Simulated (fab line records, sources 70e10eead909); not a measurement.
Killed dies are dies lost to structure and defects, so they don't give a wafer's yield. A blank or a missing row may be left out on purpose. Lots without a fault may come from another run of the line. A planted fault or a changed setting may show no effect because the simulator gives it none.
fab line records | flow nand_harc
record lots=4 wafers=12 last_day=28
route steps=1302 shown A_ONON_D1@426 A_CHANNEL_HOLE_D1@450 END@1302
lots that met no fault: from a run of the same line without faults
start_h: hours from the record's first day to the start of the lot's first wafer shown | wait_h: hours since the lot's step before | " the same as in the row above | L1.1+2: a row that stands for several wafers | - no value, or no start given | * or withheld: withheld | < > ~ a bound
route shown NAME@n: a module of which the file shows steps, and the number in the route of the first | usual: mean/standard deviation of fault-free wafers | same: alike in all rows | chamber/n: place in a boat | sites: the reading at each site | _std_site: their standard deviation | _edge_site: outer sites' mean less inner sites' | radius_mm: how far each site lies from the wafer's centre | mask NAME#n: copy n | behind: the tool/chamber that last shaped the wafer | hold: why the lot was held/for how many hours/how that ended | device: the transistor (n, p or np) that didn't switch | end of line: the same wafers' tests at the end of the route | a step without rows: its recipe alone | killed: dies lost to structure and defects at the first sort, not the wafer's yield | map: a wafer's dies, x killed, . not, _ none there
set.NAME: the setting as run; set.NAME@STEP: as run at that earlier step | model.NAME: the simulator's own value behind a step, which no gauge read
lots at some steps of the route; a table a step, a row a wafer
services: from which hour (start_h, from the record's first day; less than 0 if before it) a tool's chamber was out of use, for how many hours, and why
## steps
# step NHARC_A_ONON_D1_DEP_03
# recipe target_thk_a=10000 n2_flow_sccm=2750 n2o_flow_sccm=2000 nh3_flow_sccm=500 sih4_flow_sccm=210 temp_c=400
# step NHARC_A_ONON_D1_DEP_06
# recipe target_thk_a=10000 n2_flow_sccm=2750 n2o_flow_sccm=2000 nh3_flow_sccm=500 sih4_flow_sccm=210 temp_c=400
# step NHARC_A_ONON_D1_DEP_09
# recipe target_thk_a=10000 n2_flow_sccm=2750 n2o_flow_sccm=2000 nh3_flow_sccm=500 sih4_flow_sccm=210 temp_c=400
# step NHARC_A_ONON_D1_DEP_12
# recipe target_thk_a=10000 n2_flow_sccm=2750 n2o_flow_sccm=2000 nh3_flow_sccm=500 sih4_flow_sccm=210 temp_c=400
# step NHARC_A_ONON_D1_ANNEAL_15
# recipe temp_c=750 time_s=3600
# step NHARC_A_ONON_D1_DEP_16
# recipe target_thk_a=10000 n2_flow_sccm=2750 n2o_flow_sccm=2000 nh3_flow_sccm=500 sih4_flow_sccm=210 temp_c=400
# step NHARC_A_ONON_D1_DEP_19
# recipe target_thk_a=10000 n2_flow_sccm=2750 n2o_flow_sccm=2000 nh3_flow_sccm=500 sih4_flow_sccm=210 temp_c=400
# usual nh3_flow_sccm=500.1/1.3
# columns lot.wafer tool chamber start_h wait_h nh3_flow_sccm
L785.1 pecvd_onon-04 0 177.91 0.1 501.2
L785.5 " 0 " " 500.4
L785.6 " 0 " " 499.8
L789.1 pecvd_onon-01 0 206.75 0.1 500.7
L789.2 " 0 " " 502.2
L789.5 " 0 " " 502.9
L797.2 pecvd_onon-04 0 290.56 0.1 500.3
L797.3 " 0 " " 499.9
L797.5 " 0 " " 500.4
L798.2 pecvd_onon-04 0 298.41 0.1 499.1
L798.3 " 0 " " 500.2
L798.5 " 0 " " 498.5
# step NHARC_A_ONON_D1_DEP_22
# recipe target_thk_a=10000 n2_flow_sccm=2750 n2o_flow_sccm=2000 nh3_flow_sccm=500 sih4_flow_sccm=210 temp_c=400
# step NHARC_A_ONON_D1_DEP_25
# recipe target_thk_a=10000 n2_flow_sccm=2750 n2o_flow_sccm=2000 nh3_flow_sccm=500 sih4_flow_sccm=210 temp_c=400
# step NHARC_A_ONON_D1_DEP_28
# recipe target_thk_a=10000 n2_flow_sccm=2750 n2o_flow_sccm=2000 nh3_flow_sccm=500 sih4_flow_sccm=210 temp_c=400
# step NHARC_A_ONON_D1_DEP_33
# recipe target_thk_a=2000 temp_c=400 pressure_torr=6.5 rf_w=900 teos_flow_sccm=161.4 flow_sccm=2650 target_thk_nm=200 gas=O2 material=SiO2
# step NHARC_A_CHANNEL_HOLE_D1_DEP_00
# recipe target_thk_a=31000 temp_c=400 material=aC
# step NHARC_A_CHANNEL_HOLE_D1_DEP_01
# recipe target_thk_a=1400 target_thk_nm=140 temp_c=400 pressure_torr=3.5 flow_sccm=200 rf_w=350 material=SiON
# step NHARC_A_CHANNEL_HOLE_D1_DEHYDRATE_02
# recipe temp_c=150 time_s=120
# step NHARC_A_CHANNEL_HOLE_D1_HMDS_03
# recipe time_s=30
# step NHARC_A_CHANNEL_HOLE_D1_COAT_36
# recipe temp_c=260 time_s=75
# step NHARC_A_CHANNEL_HOLE_D1_COAT_37
# recipe temp_c=225 time_s=65
# step NHARC_A_CHANNEL_HOLE_D1_COAT_04
# recipe spin_rpm=1500 resist_thk_nm=90
# step NHARC_A_CHANNEL_HOLE_D1_SOFTBAKE_05
# recipe temp_c=105 time_s=55
# step NHARC_A_CHANNEL_HOLE_D1_EBR_06
# step NHARC_A_CHANNEL_HOLE_D1_EXPOSE_07
# recipe na=1.35 target_cd_nm=100 sigma_outer=0.3 dose_mj=59.65 mask_id=HOLE_D1
# step NHARC_A_CHANNEL_HOLE_D1_PEB_08
# recipe peb_temp_c=100 peb_time_s=65
# step NHARC_A_CHANNEL_HOLE_D1_DEVELOP_09
# recipe develop_time_s=35 dev_temp_c=23
# step NHARC_A_CHANNEL_HOLE_D1_DESCUM_15
# recipe time_s=3 o2_flow_sccm=200 ar_flow_sccm=0 bias_power_w=0 chemistry=O2
# step NHARC_A_CHANNEL_HOLE_D1_ETCH_38
# recipe target_depth_a=390 over_etch_frac=0.3 time_s=65 ion_energy_ev=80 cf4_flow_sccm=150 ar_flow_sccm=0 rf_w=300 bias_w=100 chemistry=CF4
# step NHARC_A_CHANNEL_HOLE_D1_ETCH_39
# recipe target_depth_a=2600 over_etch_frac=0.3 time_s=325 ion_energy_ev=200 n2_flow_sccm=150 h2_flow_sccm=150 ar_flow_sccm=0 rf_w=400 bias_w=150 chemistry=N2/H2
# step NHARC_END_SORT_01
# recipe temp_c=25
# usual killed_at_array=54/12 killed_at_other=0.7/1.1 killed_at_periphery=3.9/2.8 killed_dies=59/13 killed_open=3.4/2 killed_short=2.5/1.7
# same gross_dies=677
# columns lot.wafer tool chamber start_h wait_h killed_at_array killed_at_other killed_at_periphery killed_dies killed_open killed_short
L789.1 prober-02 0 599.38 2.5 44 1 2 47 4 2
L789.2 prober-02 0 600.17 2.8 42 0 2 44 4 2
L789.5 prober-02 0 602.56 3.7 49 1 2 52 2 3
L798.2 prober-02 0 681.03 2.8 124 2 1 127 6 3
L798.3 prober-02 0 681.82 3.1 118 1 4 123 3 2
L798.5 prober-02 0 683.40 3.7 123 0 2 125 0 0
L797.2 prober-01 0 681.08 2.8 145 1 1 147 2 2
L797.3 prober-01 0 681.89 3.1 147 0 1 148 1 0
L797.5 prober-01 0 683.50 3.7 144 0 2 146 3 3
# killed by level:class
L789.1 A_SLIT:chamber_film_flake=22 A_CHANNEL_HOLE_D2:chamber_film_flake=9 A_CONTACT:chamber_film_flake=6 P_CONTACT:geometric_particle:open=1 A_ONON_D1:geometric_particle:open=1 A_SGD_CUT:geometric_particle:short=1 A_BLC:geometric_particle:open=1 A_M0:geometric_particle:short=1
L789.2 A_SLIT:chamber_film_flake=26 A_CHANNEL_HOLE_D2:chamber_film_flake=6 A_CONTACT:chamber_film_flake=3 P_CONTACT:geometric_particle:open=2 A_ONON_D2:geometric_particle:short=1 A_CHANNEL_FILL_D2:geometric_particle:open=1 A_SGD_CUT:geometric_particle:short=1 A_CONTACT:geometric_particle:open=1
L789.5 A_SLIT:chamber_film_flake=26 A_CHANNEL_HOLE_D2:chamber_film_flake=12 A_WL_FILL:geometric_particle:short=2 P_ZERO_WELL:chamber_film_flake=2 A_CHANNEL_HOLE_D1:chamber_film_flake=2 A_CHANNEL_HOLE_D1:geometric_particle:short=1 A_CHANNEL_FILL_D1:geometric_particle:open=1 A_M0:geometric_particle:open=1
L798.2 A_ONON_D1:unspecified=90 A_CHANNEL_HOLE_D2:chamber_film_flake=15 A_CHANNEL_HOLE_D1:chamber_film_flake=4 A_CHANNEL_FILL_D2:geometric_particle:open=2 THIN_TSV:chamber_film_flake=2 A_STAIRCASE:chamber_film_flake=2 A_SLIT:chamber_film_flake=2 A_CONTACT:chamber_film_flake=2
L797.2 A_ONON_D1:unspecified=86 A_CHANNEL_HOLE_D1:chamber_film_flake=25 A_SLIT:chamber_film_flake=22 A_STAIRCASE:chamber_film_flake=3 A_WL_FILL:chamber_film_flake=3 A_SOURCE_PLATE:geometric_particle:open=1 A_CHANNEL_HOLE_D1:geometric_particle:short=1 A_CHANNEL_HOLE_D2:geometric_particle:short=1
L798.3 A_ONON_D1:unspecified=90 A_CHANNEL_HOLE_D2:chamber_film_flake=12 A_CHANNEL_HOLE_D1:chamber_film_flake=6 A_WL_FILL:chamber_film_flake=3 P_CONTACT:geometric_particle:open=2 A_CHANNEL_FILL_D2:geometric_particle:short=2 P_CONTACT:chamber_film_flake=2 A_M0:geometric_particle:open=1
L797.3 A_ONON_D1:unspecified=87 A_CHANNEL_HOLE_D1:chamber_film_flake=28 A_SLIT:chamber_film_flake=23 A_STAIRCASE:chamber_film_flake=4 A_ZERO_WELL:chamber_film_flake=2 A_CONTACT:chamber_film_flake=2 P_M1:geometric_particle:open=1 A_WL_FILL:chamber_film_flake=1
L798.5 A_ONON_D1:unspecified=85 A_CHANNEL_HOLE_D2:chamber_film_flake=18 A_CHANNEL_HOLE_D1:chamber_film_flake=10 A_SLIT:chamber_film_flake=7 P_CONTACT:chamber_film_flake=2 A_STAIRCASE:chamber_film_flake=1 A_CHANNEL_FILL_D1:chamber_film_flake=1 A_WL_FILL:chamber_film_flake=1
L797.5 A_ONON_D1:unspecified=89 A_CHANNEL_HOLE_D1:chamber_film_flake=22 A_SLIT:chamber_film_flake=21 A_STAIRCASE:chamber_film_flake=3 A_DECK1_JOINT:geometric_particle:open=2 A_CONTACT:chamber_film_flake=2 A_SOURCE_PLATE:geometric_particle:short=1 A_ONON_D1:geometric_particle:short=1
# map L797.3 (x killed, . not)
____________.____________
_________......._________
_______..........._______
______.............______
_____..............._____
____..xx.............____
____x................____
___.......x...........___
___................x..___
__.....................__
__......xx.x...........__
_........xxx.x.x.......x_
_......xxxxxxx.........._
_......xxxxxxx......x..._
_.....xxxxxxxxx........x_
_....x.xxxxxxxx......xxx_
......xxxxxxxx..x.....xx.
......xxxxxxxxx.....xxxxx
.......xxxxxxx......xxxxx
.......xxxxxxx......xxxxx
.......xxxxx.x.....x..xxx
_......xx.xxx..........._
_.......x.xx...........x_
_.....x...............xx_
_......................._
_...........x......x.x.._
__..................x..__
__.....x..........xxxxx__
___..............x.x.x___
___...............xxxx___
____.............xxxx____
____......x.......xx.____
_____.............xx_____
______.............______
_______..........._______
_________......._________
____________.____________
# map L798.2 (x killed, . not)
____________.____________
_________....x.._________
_______..........._______
______.............______
_____.......x......._____
____.................____
____.........x.......____
___...................___
___..............x....___
__...........x.........__
__.......x..x..........__
_.......xxxxx..x........_
_......xxxxxxx.........._
_.......xxxxxxxx........_
_......xxxxxxx.....x...x_
_.....xxxxxxxxx........._
......xxxxxxxx.x.........
......xxxxxxxxx..........
......xxxxxxxxxx.x.....x.
.......xxxxxxxx..........
.....x.xxxxxx..........x.
_........xxx....x......._
_.x.....x.xx.x.........._
_....x..x..xx.......x..._
_...................x..._
_.................x....._
__.................x...__
__...........x....x..xx__
___................xxx___
___................xxx___
____..............xxx____
____...............xx____
_____..x........x.x._____
______.............______
_______..........._______
_________......._________
____________.____________
## services
# columns tool chamber start_h hours kind
pecvd_onon-01 - 269.39 13.0 pm
## key
first_sign step=NHARC_END_SORT_01 reading=killed_at_array direction=up sigmas=6.4 usual=54 struck=134
effect step=NHARC_END_SORT_01 reading=killed_dies direction=up sigmas=6.1 usual=59 struck=136
more_kills_born_at NHARC_A_ONON_D1_DEP_19@pecvd_onon-04=527
met_at NHARC_A_ONON_D1_DEP_19
struck_wafers L797.2,L797.3,L797.5,L798.2,L798.3,L798.5
tester_left_out L797,L798
onset_between 177.91 290.56
also_fits time
fault kind=chamber_particle_source tool=pecvd_onon-04 chamber=- onset_h=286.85 steps=NHARC_A_ONON_D1_DEP_19 rate_per_visit_cm2=0.78146 end_h=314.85
# tester_left_out: of these lots the tester's yield and bins aren't shown, on N5 and GAA mostly nor the transistor test; their killed dies are dies lost to structure and defects alone, not to doping, threshold or leakage, so they don't give the yield
